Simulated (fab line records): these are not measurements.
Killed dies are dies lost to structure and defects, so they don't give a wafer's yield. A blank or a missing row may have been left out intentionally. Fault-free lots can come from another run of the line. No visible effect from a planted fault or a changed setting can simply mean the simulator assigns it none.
What tool caused it? | flow n5 finfet | 9 lots, 27 wafers sampled, at 5 steps of a route of 1938

WHAT THE GAUGES READ, wafer by wafer
N5_HKMG_FIN_CD_MEAS_49: the cd target is 202 nm. Usual: 202.3 nm for cd nm, sd 0.65.
lot  | measured    | on        | cd nm (nm)        | flag
L811 | day 5 11:21 | cd sem-02 | 202.7 202.2 202.5 |
L814 | day 6 10:55 | cd sem-02 | 202.4 203.5 202.3 |
L815 | day 6 12:53 | cd sem-02 | 202.9 202.4 202.2 |
L820 | day 7 19:07 | cd sem-02 | 202.7 203.0 202.9 |
L822 | day 8 06:53 | cd sem-02 | 202.6 202.9 202.8 |
L824 | day 8 18:59 | cd sem-01 | 202.4 202.5 202.0 |
L825 | day 9 01:42 | cd sem-01 | 202.1 203.3 203.0 |
L827 | day 9 12:32 | cd sem-01 | 201.9 202.0 201.8 |
L828 | day 9 17:25 | cd sem-03 | 202.2 202.9 202.8 |

N5_BEOL_M4_RC_MEAS_101. Usual: DIBL_N 36.2 mV/V, standard deviation 1.7; DIBL_P 36.2 mV/V, standard deviation 2.2; IOFF_N 0.16 nA/um, standard deviation 0.035; IOFF_P 0.21 nA/um, standard deviation 0.042; ION_N 673 uA/um, standard deviation 13; ION_P 462 uA/um, standard deviation 7.9; SS_N 71.4 mV/dec, standard deviation 0.59; SS_P 73.2 mV/dec, standard deviation 0.7; VT_N 250 mV, standard deviation 3.6; VT_P -251 mV, standard deviation 3.5.
lot  | measured     | on        | DIBL_N (mV/V)  | DIBL_P (mV/V)  | IOFF_N (nA/um) | IOFF_P (nA/um) | ION_N (uA/um) | ION_P (uA/um) | SS_N (mV/dec)  | SS_P (mV/dec)  | VT_N (mV)   | VT_P (mV)      | flag
L811 | day 9 04:19  | prober-01 | 35.6 34.7 38.1 | 38.0 36.0 39.9 | 0.17 0.14 0.20 | 0.21 0.18 0.23 | 681 662 681   | 456 454 458   | 71.0 71.7 71.8 | 72.9 73.0 74.0 | 252 250 249 | -250 -253 -251 |
L814 | day 10 17:28 | prober-01 | 38.1 37.1 38.6 | 38.7 37.4 39.1 | 0.19 0.17 0.19 | 0.24 0.22 0.25 | 695 678 681   | 469 464 466   | 72.1 72.0 72.6 | 73.9 73.7 74.6 | 248 250 245 | -246 -250 -246 |
L815 | day 10 21:37 | prober-01 | 36.3 38.6 37.6 | 36.0 38.3 36.5 | 0.15 0.20 0.17 | 0.20 0.25 0.21 | 673 670 671   | 459 457 462   | 71.0 71.4 72.3 | 73.7 74.2 73.1 | 253 248 248 | -253 -251 -249 |
L820 | day 11 10:55 | prober-02 | 36.0 33.5 37.8 | 36.3 33.6 38.1 | 0.17 0.12 0.20 | 0.21 0.18 0.26 | 684 668 684   | 466 463 464   | 71.8 70.9 71.9 | 73.6 72.8 74.1 | 251 255 247 | -251 -253 -247 |
L822 | day 12 13:05 | prober-02 | 36.2 35.4 36.9 | 35.5 35.1 37.5 | 0.16 0.16 0.17 | 0.21 0.21 0.24 | 670 677 676   | 465 468 462   | 71.2 71.6 72.2 | 73.1 73.0 73.1 | 251 249 249 | -249 -249 -249 |
L824 | day 12 23:57 | prober-01 | 35.2 37.4 36.4 | 34.0 36.2 34.2 | 0.13 0.18 0.15 | 0.18 0.22 0.19 | 668 685 661   | 460 467 455   | 71.4 71.3 70.8 | 72.7 72.8 73.1 | 250 245 249 | -253 -251 -252 |
L825 | day 12 20:08 | prober-02 | 36.3 35.5 34.4 | 37.8 35.8 34.4 | 0.16 0.14 0.12 | 0.21 0.19 0.16 | 675 671 667   | 458 461 454   | 70.9 70.7 71.0 | 73.4 73.3 73.1 | 251 252 253 | -251 -251 -254 |
L827 | day 13 15:37 | prober-02 | 37.0 34.4 37.7 | 36.1 33.8 37.8 | 0.16 0.12 0.18 | 0.21 0.17 0.24 | 668 666 678   | 459 457 459   | 71.3 71.0 71.8 | 72.9 71.9 73.3 | 251 255 247 | -250 -253 -249 |
L828 | day 13 17:47 | prober-01 | 34.9 35.1 34.1 | 36.8 35.5 35.1 | 0.15 0.14 0.13 | 0.17 0.16 0.16 | 665 672 666   | 450 451 454   | 70.6 71.4 71.0 | 73.9 73.2 73.1 | 252 252 255 | -257 -259 -258 |

WHICH TOOL RAN EACH LOT (tool, then ch and the chambers of the sampled wafers, then the start)
lot  | N5_DUMMY_REMOVAL_HM_STRIP_01      | N5_HKMG_FIN_PWFM_ALD_03            | N5_HKMG_FIN_ETCH_31
L811 | rie diel-06 ch 1,2,3, day 5 09:49 | ald metal-03 ch 0,1,2, day 5 14:07 | rie diel-03 ch 1,2,3, day 5 15:15
L814 | rie diel-05 ch 0,1,2, day 6 09:20 | ald metal-03 ch 0,1,2, day 6 13:27 | rie diel-04 ch 0,1,3, day 6 15:56
L815 | rie diel-02 ch 0,1, day 6 11:17   | ald metal-03 ch 0,2,3, day 6 15:25 | rie diel-01 ch 0,1,3, day 6 16:23
L820 | rie diel-05 ch 1,2,3, day 7 17:37 | ald metal-01 ch 0,1,2, day 7 21:39 | rie diel-04 ch 0,3, day 7 22:37
L822 | rie diel-05 ch 0,2,3, day 8 05:29 | ald metal-04 ch 1,2,3, day 8 09:25 | rie diel-04 ch 0,2,3, day 8 10:15
L824 | rie diel-02 ch 0,2,3, day 8 17:17 | ald metal-04 ch 1,2,3, day 8 21:31 | rie diel-03 ch 1,2, day 8 22:20
L825 | rie diel-05 ch 0,1, day 9 00:03   | ald metal-01 ch 1,2, day 9 04:15   | rie diel-04 ch 2,3, day 9 05:13
L827 | rie diel-06 ch 0,2,3, day 9 10:47 | ald metal-04 ch 1,2,3, day 9 15:04 | rie diel-01 ch 0,1,3, day 9 16:02
L828 | rie diel-02 ch 0,2,3, day 9 15:38 | ald metal-04 ch 1,3, day 9 19:58   | rie diel-01 ch 1,3, day 9 20:48
- N5_DUMMY_REMOVAL_HM_STRIP_01: strips SiNx in CH3F/O2, stops on poly-Si, target depth 4 nm, time 6.8 s.
- N5_HKMG_FIN_PWFM_ALD_03: deposits TiN, target thk 2 nm, pulse time 1 s, purge time 3 s.
- N5_HKMG_FIN_ETCH_31: etches SiARC in CF4, target depth 45.5 nm, time 75.8 s.

AS READ BY THE TOOLS THEMSELVES (means over the sampled wafers that have a number; for cases with no such wafer, the mark the record gives instead)
N5_DUMMY_REMOVAL_HM_STRIP_01. Usual: drypump motor current A 5.6 A, standard deviation 0.5; oes product au 0.62 a.u., standard deviation 0.057; rf vpp V 127.6 V, standard deviation 1.1; showerhead plenum p Torr 2.02 Torr, standard deviation 0.087; throttle valve pct 16.41 %, standard deviation 0.26.
lot  | tool        | drypump motor current A (A) | oes product au (a.u.) | rf vpp V (V) | showerhead plenum p Torr (Torr) | throttle valve pct (%) | flag
L811 | rie diel-06 | 6.3                         | 0.64                  | 128.0        | 2.05                            | 16.18                  |
L814 | rie diel-05 | 5.6                         | 0.63                  | 127.0        | 2.00                            | 16.49                  |
L815 | rie diel-02 | 5.3                         | 0.60                  | 128.1        | 2.01                            | 16.65                  |
L820 | rie diel-05 | 5.4                         | 0.64                  | 128.1        | 2.06                            | 16.39                  |
L822 | rie diel-05 | 5.6                         | 0.59                  | 127.3        | 2.02                            | 16.50                  |
L824 | rie diel-02 | 5.2                         | 0.66                  | 127.5        | 2.10                            | 16.41                  |
L825 | rie diel-05 | 5.9                         | 0.66                  | 126.9        | 1.97                            | 16.33                  |
L827 | rie diel-06 | 5.8                         | 0.58                  | 127.8        | 1.98                            | 16.39                  |
L828 | rie diel-02 | 5.2                         | 0.65                  | 128.6        | 2.10                            | 16.42                  |

N5_HKMG_FIN_PWFM_ALD_03. Usual: heater power w 889 W, standard deviation 77; precursor pulse height rel 0.997, standard deviation 0.02.
lot  | tool         | heater power w (W) | precursor pulse height rel | flag
L811 | ald metal-03 | 851                | 0.981                      |
L814 | ald metal-03 | 848                | 1.000                      |
L815 | ald metal-03 | 935                | 0.980                      |
L820 | ald metal-01 | 863                | 0.981                      |
L822 | ald metal-04 | 897                | 0.994                      |
L824 | ald metal-04 | 883                | 0.996                      |
L825 | ald metal-01 | 816                | 0.997                      |
L827 | ald metal-04 | 874                | 0.997                      |
L828 | ald metal-04 | 862                | 0.991                      |

N5_HKMG_FIN_ETCH_31. Usual: drypump motor current A 5.7 A, standard deviation 0.44; etch rf on time s 75.5 s, standard deviation 1.3; oes product au 0.65 a.u., standard deviation 0.048; rf vpp V 184.3 V, standard deviation 1; showerhead plenum p Torr 2.17 Torr, standard deviation 0.057; throttle valve pct 15.57 %, standard deviation 0.15.
lot  | tool        | drypump motor current A (A) | etch rf on time s (s) | oes product au (a.u.) | rf vpp V (V) | showerhead plenum p Torr (Torr) | throttle valve pct (%) | flag
L811 | rie diel-03 | 5.5                         | 76.2                  | 0.64                  | 184.5        | 2.17                            | 15.51                  |
L814 | rie diel-04 | 6.0                         | 75.6                  | 0.67                  | 185.0        | 2.18                            | 15.68                  |
L815 | rie diel-01 | 5.7                         | 74.8                  | 0.67                  | 184.3        | 2.21                            | 15.50                  |
L820 | rie diel-04 | 6.0                         | 75.9                  | 0.62                  | 183.6        | 2.18                            | 15.69                  |
L822 | rie diel-04 | 6.0                         | 76.7                  | 0.62                  | 184.4        | 2.15                            | 15.69                  |
L824 | rie diel-03 | 5.3                         | 75.1                  | 0.65                  | 183.8        | 2.14                            | 15.48                  |
L825 | rie diel-04 | 5.9                         | 75.3                  | 0.61                  | 185.0        | 2.17                            | 15.62                  |
L827 | rie diel-01 | 5.7                         | 74.3                  | 0.66                  | 184.8        | 2.20                            | 15.54                  |
L828 | rie diel-01 | 5.8                         | 73.9                  | 0.68                  | 185.7        | 2.24                            | 15.54                  |

THE ANSWER, worked out from the rows above alone
Rule: a lot is off if the mean of its wafers that have a number lies more than 3 standard deviations from the usual mean. Also off: a lot with no number at a reading for which 4 or more lots have one. All remaining lots with rows at the step are treated as sound. After the gauges, taken in route order, come the tools' own readings; for these a lot's mean is taken, as printed above. At the first step where some lot is off, the reading lying furthest off is the one used; lots without a number count as furthest.
No lot is off at any reading shown: from this, nothing can be told.

WHAT THE SIMULATOR HAD INSERTED
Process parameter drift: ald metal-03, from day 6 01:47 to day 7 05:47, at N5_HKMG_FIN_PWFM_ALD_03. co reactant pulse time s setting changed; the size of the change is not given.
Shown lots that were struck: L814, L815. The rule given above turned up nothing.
